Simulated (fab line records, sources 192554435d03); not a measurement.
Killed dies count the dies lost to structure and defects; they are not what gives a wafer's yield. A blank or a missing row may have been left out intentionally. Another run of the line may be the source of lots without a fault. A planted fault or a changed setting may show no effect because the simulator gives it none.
fab line records	flow n5_finfet
record: lots: 4	wafers: 12	last_day: 17
route steps=1938 shown BEOL_M14@1741 BEOL_M15@1773 PASSIVATION@1936
lots that met no fault: from a run of the same line without faults
start_h: start of the lot's first displayed wafer, in hours after the record's first day	wait_h: hours from the lot's prior step to this one	" repeats the value in the row above	L1.1+2: one row covering several wafers at once	- no value, or no start was given	* or withheld: withheld	< > ~ a bound
route shown NAME@n: names a module that has steps shown in the file, with the first one's number in the route	usual: mean/standard deviation of fault-free wafers	same: alike in all rows	chamber/n: place in a boat	sites: each site's reading	_std_site: the values' standard deviation	_edge_site: the outer-site mean with the inner-site mean subtracted	radius_mm: how far each site lies from the wafer's centre	mask NAME#n: copy n	behind: the last tool/chamber to shape the wafer	hold: why the lot went on hold/how many hours it stayed there/how the hold came to an end	device: whichever transistor did not switch (one of n, p or np)	end of line: the same wafers' tests at the end of the route	a step with no rows: only its recipe	killed: the dies lost at the first sort to structure and to defects; this is not the yield of the wafer	map: shows each die of a wafer: x if killed, . if not, _ if none is there
set.NAME: the setting as run; set.NAME@STEP: as run at that earlier step	model.NAME: the simulator's own value behind a step, which no gauge read
a table for each step, a row for each wafer; lots at some steps of the route
services: a tool's chamber out of use, with start hour (start_h, from the record's first day; less than 0 if before it), hours out, and reason
== steps ==
step: N5_BEOL_M14_SOFTBAKE_23
recipe: temp_c: 130	time_s: 60
step: N5_BEOL_M14_EXPOSE_25
recipe: mask_id: M14	na: 0.8	source_shape: annular	sigma_inner: 0.5	sigma_outer: 0.8	polarization: unpolarized	target_cd_nm: 280	dose_mj: 26.6
step: N5_BEOL_M14_PEB_26
recipe: peb_temp_c: 130	peb_time_s: 90
step: N5_BEOL_M14_DEVELOP_27
recipe: develop_time_s: 45	rinse_liquid: diw	dry: air_spin	dev_temp_c: 21
step: N5_BEOL_M14_HARDBAKE_32
recipe: temp_c: 130	time_s: 120
step: N5_BEOL_M14_DESCUM_33
recipe: chemistry: O2	time_s: 7.9	source_power_w: 50	bias_power_w: 20	pressure_mtorr: 20	rf_frequency_hz: 2.712e+07	temp_c: 40	o2_flow_sccm: 225
step: N5_BEOL_M14_ETCH_67
recipe: chemistry: CF4	target: SiARC	target_depth_a: 1430	time_s: 238.3	ion_energy_ev: 80	pressure_mtorr: 40	source_w: 545	bias_w: 36	Ar_flow_sccm: 100	cf4_flow_sccm: 100	ends: cleared
step: N5_BEOL_M14_ETCH_68
recipe: chemistry: N2/H2	target: SOC	mask_material: SiARC	source_w: 3000	bias_w: 350	temp_c: 40	time_s: 450	ion_energy_ev: 200	pressure_mtorr: 30	n2_flow_sccm: 200	h2_flow_sccm: 200
step: N5_BEOL_M14_STRIP_69
recipe: chemistry: N2/H2	temp_c: 40	n2_flow_sccm: 200	h2_flow_sccm: 200	rf_frequency_hz: 6e+07
step: N5_BEOL_M14_TRENCH_ETCH_34
recipe: chemistry: C4F8/O2/Ar	target: SiO2	target_depth_a: 5566.5	mask_material: SOC	he_inner_torr: 15	he_outer_torr: 30	time_s: 126.9	ion_energy_ev: 800	pressure_mtorr: 20	source_w: 1905	bias_w: 2040	Ar_flow_sccm: 400	C4F8_flow_sccm: 16	O2_flow_sccm: 12
usual: bias_w: 2040/5.5	chamber_pressure_mTorr: 19.998/0.018	drypump_motor_current_A: 5.9/0.38	oes_product_au: 0.80/0.08	rf_fwd_power_W: 1899/5.7	rf_vpp_V: 2230/13	showerhead_plenum_p_Torr: 3.47/0.16	throttle_valve_pct: 30.82/0.21
lot.wafer	tool	chamber	start_h	wait_h	bias_w	chamber_pressure_mTorr	drypump_motor_current_A	oes_product_au	rf_fwd_power_W	rf_hours_counter_h	rf_vpp_V	showerhead_plenum_p_Torr	throttle_valve_pct	model.etch.depth_nm
L892.2	rie_diel-05	3	274.72	0.0	2037	20.000	6.4	0.93	1895	11	2218	3.51	30.81	560.4
L892.3	"	1	"	"	2038	20.002	5.4	0.73	1902	171	2219	3.17	31.14	547
L892.4	"	1	"	"	2045	19.994	5.4	0.72	1905	-	2218	3.17	31.12	549.1
L901.3	rie_diel-05	0	348.72	0.0	2036	20.006	5.5	0.72	1901	219	2245	3.52	30.65	819.3
L901.4	"	0	"	"	2037	19.994	5.6	0.71	1894	-	2246	3.53	30.63	817.2
L901.5	"	2	"	"	2041	19.997	5.9	0.82	1898	-	2249	3.63	30.90	557.6
L899.2	rie_diel-05	1	349.30	0.0	2046	20.003	5.4	0.71	1891	196	2216	3.16	31.14	547
L899.4	"	0	"	"	2036	19.989	5.5	0.72	1895	-	2245	3.52	30.65	829.2
L899.6	"	1	"	"	2044	19.982	5.4	0.70	1888	-	2216	3.16	31.15	546.5
L909.1	rie_diel-02	1	392.67	0.0	2031	19.992	5.5	0.74	1901	154	2246	3.58	30.99	544.5
L909.2	"	0	"	"	2045	19.969	5.3	0.77	1902	114	2221	3.59	30.76	562.6
L909.4	"	0	"	"	2036	20.014	5.3	0.76	1892	-	2220	3.59	30.74	558.1
step: N5_BEOL_M14_STRIP_70
recipe: chemistry: C4F8/O2/Ar	resist: SiARC	rf_frequency_hz: 6e+07
step: N5_BEOL_M14_OCD_MEAS_35
usual: trench_depth_nm: 558/7.9
lot.wafer	tool	chamber	start_h	wait_h	trench_depth_nm
L892.2	ocd-01	-	274.88	0.0	560
L892.3	"	-	"	"	547
L892.4	"	-	"	"	549
L901.3	ocd-02	-	348.88	0.0	819
L901.4	"	-	"	"	817
L901.5	"	-	"	"	558
L899.2	ocd-02	-	349.46	0.0	547
L899.4	"	-	"	"	829
L899.6	"	-	"	"	547
L909.1	ocd-01	-	392.83	0.0	545
L909.2	"	-	"	"	563
L909.4	"	-	"	"	558
step: N5_BEOL_M14_STRIP_37
recipe: chemistry: O2	power_w: 600	temp_c: 60	pressure_mtorr: 30	rf_frequency_hz: 6e+07	bias_power_w: 0	overash_fraction: 0.3	o2_flow_sccm: 225
step: N5_BEOL_M14_ETCH_38
recipe: chemistry: CF4/N2	target: SiCN	target_depth_a: 1065	taper_deg: 2	time_s: 120.6	ion_energy_ev: 150	mask_material: SiO2	pressure_mtorr: 40	source_w: 430	bias_w: 70	Ar_flow_sccm: 100	cf4_flow_sccm: 60	n2_flow_sccm: 60
step: N5_BEOL_M14_PRECLEAN_39
recipe: chemistry: residue_remover	time_s: 60	temp_c: 40
step: N5_BEOL_M14_SRD_40
recipe: time_s: 30	temp_c: 23	rinse_liquid: diw	dry: n2_spin	spin_rpm: 1500	dry_time_s: 30
step: N5_BEOL_M14_DEGAS_41
recipe: ambient: vacuum	temp_c: 300	time_s: 60
step: N5_BEOL_M14_PRE_CLEAN_42
recipe: gas: H2/He	time_s: 30	temp_c: 300
step: N5_BEOL_M14_SPUTTER_43
recipe: material: TaN	target_thk_a: 150	temp_c: 50	bias_v: 168.6	power_w: 15000	chamber_pressure_pa: 0.12	time_s: 24.19
step: N5_BEOL_M14_SPUTTER_44
recipe: material: Ta	target_thk_a: 150	temp_c: 50	bias_v: 80	power_w: 15000	chamber_pressure_pa: 0.07	time_s: 24.19
step: N5_BEOL_M14_SPUTTER_45
recipe: material: Cu	target_thk_a: 1000	temp_c: -20	bias_v: 60	power_w: 26000	chamber_pressure_pa: 0.13	time_s: 16.67
step: N5_BEOL_M14_ECD_47
recipe: material: Cu	target_thk_a: 12480
step: N5_BEOL_M14_ANNEAL_48
recipe: temp_c: 225	time_s: 90	ambient: N2
step: N5_BEOL_M14_CMP_49
recipe: stop_on: SiO2	t_overpolish_s: 5.2	down_force_psi: 2	platen_rpm: 80	clearing_platen_down_force_psi: 2	clearing_platen_rpm: 80	post_cmp_clean: cu_alkaline	target_thk_nm: 560	clearing_platen_pad_velocity_m_s: 1.5917	pad_velocity_m_s: 1.5917
usual: barrier_field_endpoint_s: 11.36/0.23	clearing_platen_rpm: 80.00/0.042	head_pressure_psi: 2.000/0.0046	motor_current_A: 8.1/0.67	overpolish_run_s: 5.201/0.0077	time_to_endpoint_s: 121/3.3
same: t_overpolish_s: 5.2
lot.wafer	tool	chamber	start_h	wait_h	barrier_field_endpoint_s	clearing_platen_rpm	head_pressure_psi	motor_current_A	overpolish_run_s	time_to_endpoint_s	model.Cu_of_BEOL_M14_ECD_47.thk_nm
L892.4	cmp-03	0	276.03	0.1	11.80	80.05	1.996	8.6	5.214	127	553.2
L892.3	"	2	"	"	11.59	80.04	2.002	8.8	5.199	125	552.4
L892.2	"	3	"	"	11.78	79.98	2.001	7.5	5.216	124	564
L901.3	cmp-04	2	351.80	0.2	11.37	79.99	2.004	8.8	5.197	123	824
L901.4	"	0	"	"	11.32	79.95	1.996	7.4	5.196	124	821.6
L901.5	"	2	"	"	11.47	79.94	2.001	8.8	5.197	121	561.8
L899.4	cmp-01	3	353.58	0.1	11.18	79.98	2.007	6.6	5.199	114	831.2
L899.2	"	0	"	"	11.18	80.01	2.000	7.9	5.198	116	549.2
L899.6	"	0	"	"	11.31	79.95	1.989	7.9	5.188	115	548.4
L909.1	cmp-01	2	395.43	0.5	11.53	80.00	1.993	7.2	5.193	123	548.4
L909.2	"	0	"	"	11.31	79.95	1.998	7.1	5.208	121	567.2
L909.4	"	1	"	"	11.04	79.95	2.001	9.1	5.198	119	561.2
step: N5_BEOL_M14_THK_MEAS_50
recipe: thk_meas_gauge: xrf	reads: Cu_of_BEOL_M14_ECD_47
usual: M14_THK: 554/8.1
lot.wafer	tool	chamber	start_h	wait_h	M14_THK[nm]
L892.2	film_metro-01	-	276.33	-	566
L892.3	"	-	"	"	552
L892.4	"	-	"	"	552
L901.3	film_metro-02	-	352.06	-	803
L901.4	"	-	"	"	809
L901.5	"	-	"	"	554
L899.2	film_metro-01	-	353.87	-	542
L899.4	"	-	"	"	822
L899.6	"	-	"	"	544
L909.1	film_metro-02	-	395.72	-	543
L909.2	"	-	"	"	561
L909.4	"	-	"	"	556
step: N5_BEOL_M14_PRE_CLEAN_52
recipe: gas: NH3	time_s: 15	temp_c: withheld	rf_power_w: 300
step: N5_BEOL_M14_DEP_53
recipe: material: SiCN	target_thk_a: 500	temp_c: withheld	precursor: 3MS/NH3	pressure_torr: 3	rf_w: 675	time_s: 17.8
step: N5_BEOL_M14_RS_MEAS_54
recipe: thk_meas_gauge: four-point-probe	reads: Cu_of_BEOL_M14_ECD_47+Ta_of_BEOL_M14_SPUTTER_44+TaN_of_BEOL_M14_SPUTTER_43
usual: M14_RS: 0.0332/0.00048
lot.wafer	tool	chamber	start_h	wait_h	M14_RS[ohm/sq]
L892.2	film_metro-01	-	276.46	0.1	0.0330
L892.3	"	-	"	"	0.0337
L892.4	"	-	"	"	0.0336
L901.3	film_metro-02	-	352.19	0.1	0.0224
L901.4	"	-	"	"	0.0225
L901.5	"	-	"	"	0.0331
L899.2	film_metro-02	-	354.00	0.1	0.0339
L899.4	"	-	"	"	0.0223
L899.6	"	-	"	"	0.0341
L909.1	film_metro-02	-	395.85	0.0	0.0340
L909.2	"	-	"	"	0.0328
L909.4	"	-	"	"	0.0332
step: N5_BEOL_M15_ILD_DEP_00
recipe: material: SiO2	target_thk_a: 16293	temp_c: 400	precursor: TEOS/O2	pressure_torr: 6.5	rf_w: 900	teos_flow_sccm: 161.4	gas: O2	flow_sccm: 2650	time_s: 346.1
step: N5_BEOL_M15_COAT_58
recipe: resist: BARC	temp_c: 205	time_s: 60	spin_rpm: 1500	resist_thk_nm: 89
step: N5_BEOL_M15_COAT_04
recipe: spin_rpm: 1704	resist_thk_nm: 800
step: N5_BEOL_M15_EBR_06
recipe: solvent: PGMEA	ebr_width_mm: 1.5
step: N5_BEOL_M15_SOFTBAKE_05
recipe: temp_c: 130	time_s: 60
step: N5_BEOL_M15_EXPOSE_07
recipe: mask_id: V14	na: 0.8	source_shape: annular	sigma_inner: 0.5	sigma_outer: 0.8	polarization: unpolarized	attpsm_phase_deg: 180	dose_mj: 41.25
step: N5_BEOL_M15_PEB_08
recipe: peb_temp_c: 130	peb_time_s: 90
step: N5_BEOL_M15_DEVELOP_09
recipe: develop_time_s: 45	rinse_liquid: diw	dry: air_spin	dev_temp_c: 21
step: N5_BEOL_M15_HARDBAKE_14
recipe: temp_c: 130	time_s: 120
step: N5_BEOL_M15_RC_MEAS_101
usual: COMB_M10: 1.5e-11/3.3e-12	COMB_M11: 1.5e-11/3e-12	COMB_M12: 6.6e-12/1.3e-12	COMB_M13: 4.9e-12/8.9e-13	COMB_M15: 2.6e-12/4.9e-13	COMB_M5: 3.6e-11/7.4e-12	COMB_M6: 2.5e-11/5.1e-12	COMB_M7: 2.5e-11/5.3e-12	COMB_M8: 2.7e-11/5.8e-12	COMB_M9: 1.5e-11/3.2e-12	SERP_M10: 3.06/0.059	SERP_M11: 3.05/0.069	SERP_M12: 0.643/0.016	SERP_M12_max_site: 0.655/0.016	SERP_M13: 0.312/0.0065	SERP_M14: 0.1600/0.0029	SERP_M14_max_site: 0.1619/0.0029	SERP_M5: 39.6/1.5	SERP_M6: 14.0/0.5	SERP_M7: 13.9/0.53	SERP_M8: 13.9/0.39	SERP_M9: 3.06/0.08
lot.wafer	tool	chamber	start_h	wait_h	COMB_M10[S/m]	COMB_M11[S/m]	COMB_M12[S/m]	COMB_M13[S/m]	COMB_M15[S/m]	COMB_M5[S/m]	COMB_M6[S/m]	COMB_M7[S/m]	COMB_M8[S/m]	COMB_M9[S/m]	SERP_M10[ohm/um]	SERP_M11[ohm/um]	SERP_M12[ohm/um]	SERP_M12_max_site[ohm/um]	SERP_M13[ohm/um]	SERP_M14[ohm/um]	SERP_M14_max_site[ohm/um]	SERP_M5[ohm/um]	SERP_M6[ohm/um]	SERP_M7[ohm/um]	SERP_M8[ohm/um]	SERP_M9[ohm/um]
L892.2	prober-02	0	283.67	0.2	1.2e-11	1.6e-11	5.8e-12	4.1e-12	1.9e-12	2.8e-11	2.6e-11	2.2e-11	1.9e-11	1.5e-11	3.04	3.12	0.647	0.650	0.307	0.1614	0.1625	40.1	14.1	13.2	13.8	2.96
L892.3	"	0	"	"	1.2e-11	1.3e-11	7.6e-12	3.3e-12	2.7e-12	3.1e-11	2.3e-11	2.7e-11	2.2e-11	1.3e-11	3.20	3.08	0.617	0.646	0.308	0.1618	0.1630	43.1	13.6	13.8	14.1	3.03
L892.4	"	0	"	"	1e-11	1.5e-11	4.8e-12	4.9e-12	2.8e-12	3.1e-11	3.9e-11	2.3e-11	1.8e-11	1.2e-11	3.08	3.18	0.657	0.664	0.301	0.1610	0.1630	39.9	13.9	13.5	14.2	2.99
L901.3	prober-02	0	360.14	0.3	1.5e-11	1.2e-11	8.3e-12	5.4e-12	2.5e-12	4.6e-11	1.6e-11	2.3e-11	2.7e-11	1.2e-11	3.12	3.11	0.676	0.682	0.319	0.1080	0.1100	38.6	14.1	13.9	13.2	3.17
L901.4	"	0	"	"	2.5e-11	1.5e-11	4.5e-12	3.5e-12	2.2e-12	4.8e-11	1.9e-11	2.7e-11	3.5e-11	1.3e-11	3.11	3.15	0.667	0.678	0.307	0.1079	0.1084	39.5	13.0	13.8	14.1	3.04
L901.5	"	0	"	"	1.4e-11	1.1e-11	5.5e-12	4.2e-12	3.5e-12	4.5e-11	1.9e-11	2.6e-11	3e-11	1.7e-11	3.12	3.03	0.645	0.659	0.318	0.1612	0.1633	37.5	14.3	14.3	14.0	3.08
L899.2	prober-02	0	360.91	0.4	1.3e-11	1.5e-11	7.2e-12	3.3e-12	2.2e-12	3.4e-11	2e-11	2.3e-11	2.9e-11	1.5e-11	3.02	3.08	0.659	0.673	0.319	0.1633	0.1668	37.9	14.3	14.6	14.1	3.14
L899.4	"	0	"	"	1.4e-11	2e-11	7.2e-12	4.2e-12	2.1e-12	2.6e-11	2e-11	2.4e-11	2.4e-11	2e-11	3.06	2.97	0.633	0.644	0.313	0.1050	0.1058	39.2	13.6	14.9	13.5	3.19
L899.6	"	0	"	"	1.1e-11	1.4e-11	6.6e-12	4.9e-12	3.6e-12	3e-11	3.2e-11	3.4e-11	1.9e-11	1.5e-11	2.94	3.06	0.620	0.631	0.324	0.1618	0.1641	40.6	14.7	14.3	13.4	3.04
L909.1	prober-01	0	400.95	0.0	1.3e-11	1.4e-11	6.9e-12	5.4e-12	3.3e-12	4.9e-11	1.8e-11	2.8e-11	2.3e-11	1.6e-11	3.04	3.02	0.630	0.633	0.303	0.1648	0.1676	39.4	14.6	13.1	14.0	2.97
L909.2	"	0	"	"	1.2e-11	1.6e-11	7.1e-12	5.1e-12	2.9e-12	5.2e-11	2.3e-11	1.8e-11	2.1e-11	1.9e-11	3.02	3.05	0.638	0.660	0.317	0.1579	0.1600	40.3	14.6	14.1	14.0	3.17
L909.4	"	0	"	"	2.1e-11	1.1e-11	7.5e-12	4.2e-12	2.5e-12	3.9e-11	2.1e-11	2.6e-11	1.9e-11	1.5e-11	3.01	2.99	0.648	0.654	0.314	0.1611	0.1626	40.1	14.9	12.5	14.2	3.08
sites SERP_M14 radius_mm=0,75,75,75,75,140,140,140,140
L892.2 0.1589 0.1618 0.1601 0.1616 0.1596 0.1625 0.1600 0.1614 0.1621
L901.3 0.1065 0.1078 0.1074 0.1100 0.1092 0.1080 0.1070 0.1091 0.1080
L899.2 0.1625 0.1642 0.1618 0.1632 0.1629 0.1668 0.1646 0.1639 0.1633
L909.1 0.1648 0.1663 0.1648 0.1659 0.1676 0.1641 0.1633 0.1629 0.1637
step: N5_PASSIVATION_PROBE_49
usual: defect_limited_yield: 91.0/1.5	killed_at_M0_to_M3: 37/12	killed_at_M4_up: 13/5	killed_at_contacts: 13/6.1	killed_at_front_end: 39/11	killed_at_other: 4/3.2	killed_dies: 106/17	killed_on_rim: 13/4.2	killed_open: 69/12	killed_short: 35/7.9	sort_bin_5_function: 5.3/1	sort_bin_6_memory: 3.3/0.68	sort_n_pass: 1074/17	sort_yield_pct: 91.0/1.5
same: gross_dies: 1180	killed_at_back_side: 0	sort_bin_4_leakage[%]: 0	sort_bin_8_speed[%]: 0
lot.wafer	tool	chamber	start_h	wait_h	defect_limited_yield[%]	killed_at_M0_to_M3	killed_at_M4_up	killed_at_contacts	killed_at_front_end	killed_at_other	killed_dies	killed_on_rim	killed_open	killed_short	sort_bin_5_function[%]	sort_bin_6_memory[%]	sort_n_pass	sort_yield_pct[%]
L892.2	prober-02	-	303.21	0.7	93.6	15	13	22	23	2	75	2	54	18	3.1	3.2	1105	93.6
L892.3	prober-02	-	303.26	0.8	91.1	34	9	15	45	2	105	11	71	32	5.8	2.6	1075	91.1
L892.4	prober-02	-	303.31	0.8	91.6	28	14	23	34	0	99	15	70	28	4.2	4.0	1081	91.6
L901.3	prober-01	-	374.51	0.1	90.6	40	7	13	49	2	111	16	74	37	6.5	2.8	1069	90.6
L901.4	prober-01	-	374.56	0.2	90.5	58	11	8	32	3	112	21	68	37	5.3	3.5	1068	90.5
L901.5	prober-01	-	374.61	0.2	92.7	45	9	7	23	2	86	9	56	28	3.6	3.2	1094	92.7
L899.2	prober-02	-	374.94	0.1	89.5	55	4	10	50	5	124	17	77	45	7.6	2.6	1056	89.5
L899.4	prober-02	-	375.04	0.2	90.0	44	7	17	40	10	118	16	75	41	5.8	3.9	1062	90.0
L899.6	prober-02	-	375.14	0.3	92.0	28	7	7	49	3	94	8	56	38	4.8	2.7	1086	92.0
L909.1	prober-01	-	414.72	0.0	89.7	37	16	23	43	2	121	17	79	42	6.0	4.1	1059	89.7
L909.2	prober-01	-	414.77	0.1	89.9	49	12	23	33	2	119	19	77	36	5.9	3.5	1061	89.9
L909.4	prober-01	-	414.87	0.2	91.6	32	10	15	41	1	99	9	74	25	5.8	2.3	1081	91.6
killed by level:class
L892.2 MOL_CONTACT_COAG:geometric_particle:open=18 STI_FIN_REVEAL:geometric_particle:open=7 BEOL_M3:geometric_particle:open=6 FIN_SAQP:geometric_particle:short=4 BEOL_M4:geometric_particle:open=4 MOL_CONTACT_COAG:geometric_particle:short=4 BEOL_M11:geometric_particle:open=4 BEOL_M0_SAQP:geometric_particle:open=3
L892.3 MOL_CONTACT_COAG:geometric_particle:open=12 STI_FIN_REVEAL:geometric_particle:open=11 BEOL_M1:geometric_particle:open=10 FIN_SAQP:geometric_particle:open=9 FIN_SAQP:geometric_particle:short=8 BEOL_M3:geometric_particle:open=7 BEOL_M2:geometric_particle:open=5 GATE_CUT:geometric_particle:short=4
L892.4 MOL_CONTACT_COAG:geometric_particle:open=22 BEOL_M4:geometric_particle:open=8 STI_FIN_REVEAL:geometric_particle:open=7 BEOL_M3:geometric_particle:open=7 GATE_CUT:geometric_particle:short=6 BEOL_M0_SAQP:geometric_particle:short=6 BEOL_M1:geometric_particle:open=6 STARTING-WAFER:geometric_particle:short=5
L901.3 FIN_SAQP:geometric_particle:open=13 MOL_CONTACT_COAG:geometric_particle:open=12 BEOL_M0_SAQP:geometric_particle:open=12 FIN_SAQP:geometric_particle:short=9 DUMMY_GATE:geometric_particle:open=8 BEOL_M0_SAQP:geometric_particle:short=8 BEOL_M2:geometric_particle:open=8 GATE_CUT:geometric_particle:short=6
L901.4 BEOL_M3:geometric_particle:open=16 BEOL_M0_SAQP:geometric_particle:open=13 BEOL_M2:geometric_particle:open=10 GATE_CUT:geometric_particle:short=8 BEOL_M0_SAQP:geometric_particle:short=7 MOL_CONTACT_COAG:geometric_particle:open=5 BEOL_M4:geometric_particle:open=5 FIN_SAQP:geometric_particle:open=4
L901.5 FIN_SAQP:geometric_particle:open=8 BEOL_M0_SAQP:geometric_particle:open=8 BEOL_M2:geometric_particle:open=8 BEOL_M3:geometric_particle:open=7 BEOL_M1:geometric_particle:open=6 FIN_SAQP:geometric_particle:short=5 MOL_CONTACT_COAG:geometric_particle:open=5 BEOL_M0_SAQP:geometric_particle:short=5
L899.2 BEOL_M3:geometric_particle:open=21 FIN_SAQP:geometric_particle:open=10 BEOL_M0_SAQP:geometric_particle:short=10 BEOL_M1:geometric_particle:open=8 STI_FIN_REVEAL:geometric_particle:open=7 FIN_SAQP:geometric_particle:short=6 MOL_CONTACT_COAG:geometric_particle:open=5 MOL_CONTACT_COAG:geometric_particle:short=5
L899.4 MOL_CONTACT_COAG:geometric_particle:open=17 BEOL_M0_SAQP:geometric_particle:open=13 BEOL_M0_SAQP:geometric_particle:short=12 STI_FIN_REVEAL:geometric_particle:open=9 FIN_SAQP:geometric_particle:open=6 PASS1_DEP:geometric_particle:short=6 GATE_CUT:geometric_particle:short=6 BEOL_M2:geometric_particle:open=6
L899.6 BEOL_M3:geometric_particle:open=10 FIN_SAQP:geometric_particle:open=8 FIN_SAQP:geometric_particle:short=7 ILD0:geometric_particle:short=6 BEOL_M1:geometric_particle:open=6 STI_FIN_REVEAL:geometric_particle:open=5 ILD0:geometric_particle:open=5 MOL_CONTACT_COAG:geometric_particle:open=5
L909.1 MOL_CONTACT_COAG:geometric_particle:open=19 STI_FIN_REVEAL:geometric_particle:open=12 BEOL_M0_SAQP:geometric_particle:short=10 FIN_SAQP:geometric_particle:short=10 BEOL_M4:geometric_particle:open=9 BEOL_M0_SAQP:geometric_particle:open=8 BEOL_M1:geometric_particle:open=5 FIN_SAQP:geometric_particle:open=4
L909.2 MOL_CONTACT_COAG:geometric_particle:open=19 STI_FIN_REVEAL:geometric_particle:open=12 BEOL_M0_SAQP:geometric_particle:short=12 BEOL_M0_SAQP:geometric_particle:open=11 BEOL_M2:geometric_particle:open=7 BEOL_M0:geometric_particle:open=6 BEOL_M1:geometric_particle:open=6 HKMG_FIN:area_etch=6
L909.4 STI_FIN_REVEAL:geometric_particle:open=19 MOL_CONTACT_COAG:geometric_particle:open=12 BEOL_M3:geometric_particle:open=8 BEOL_M2:geometric_particle:open=7 FIN_SAQP:geometric_particle:open=6 BEOL_M0_SAQP:geometric_particle:open=6 FIN_SAQP:geometric_particle:short=5 BEOL_M4:geometric_particle:open=4
== services ==
tool	chamber	start_h	hours	kind
cmp-04	-	255.24	0.7	repair
rie_diel-05	0	267.67	7.6	repair
cmp-03	-	297.74	5.6	repair
cmp-04	-	306.38	0.4	repair
cmp-04	-	314.71	4.0	pm
cmp-04	-	318.71	-	consumable_replace:conditioner
cmp-04	-	318.71	-	consumable_replace:pad
rie_diel-02	3	321.37	8.5	repair
rie_diel-05	3	337.33	15.2	repair
cmp-01	-	343.50	0.9	repair
rie_diel-02	1	356.92	13.5	repair
cmp-03	-	363.75	4.2	pm
== key ==
first_sign: step: N5_BEOL_M14_OCD_MEAS_35	reading: trench_depth_nm	direction: up	sigmas: 33	usual: 558	struck: 822
effect: step: N5_BEOL_M14_THK_MEAS_50	reading: M14_THK	direction: up	sigmas: 32	usual: 554	struck: 811
effect: step: N5_BEOL_M14_RS_MEAS_54	reading: M14_RS	direction: down	sigmas: 22	usual: 0.0332	struck: 0.0224
effect: step: N5_BEOL_M15_RC_MEAS_101	reading: SERP_M14	direction: down	sigmas: 18	usual: 0.1600	struck: 0.1070
model_effect: step: N5_BEOL_M14_TRENCH_ETCH_34	value: etch.depth_nm	without: 554.3	struck: 821.9
model_effect: step: N5_BEOL_M14_CMP_49	value: Cu_of_BEOL_M14_ECD_47.thk_nm	without: 558	struck: 825.6
met_at N5_BEOL_M14_TRENCH_ETCH_34
struck_wafers L899.4,L901.3,L901.4
fault: kind: process_parameter_drift	tool: rie_diel-05	chamber: 0	onset_h: 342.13	steps: N5_BEOL_M14_TRENCH_ETCH_34	channel: time_s	offset: *	shape: step	end_h: 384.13	acts_in: *	stated: *
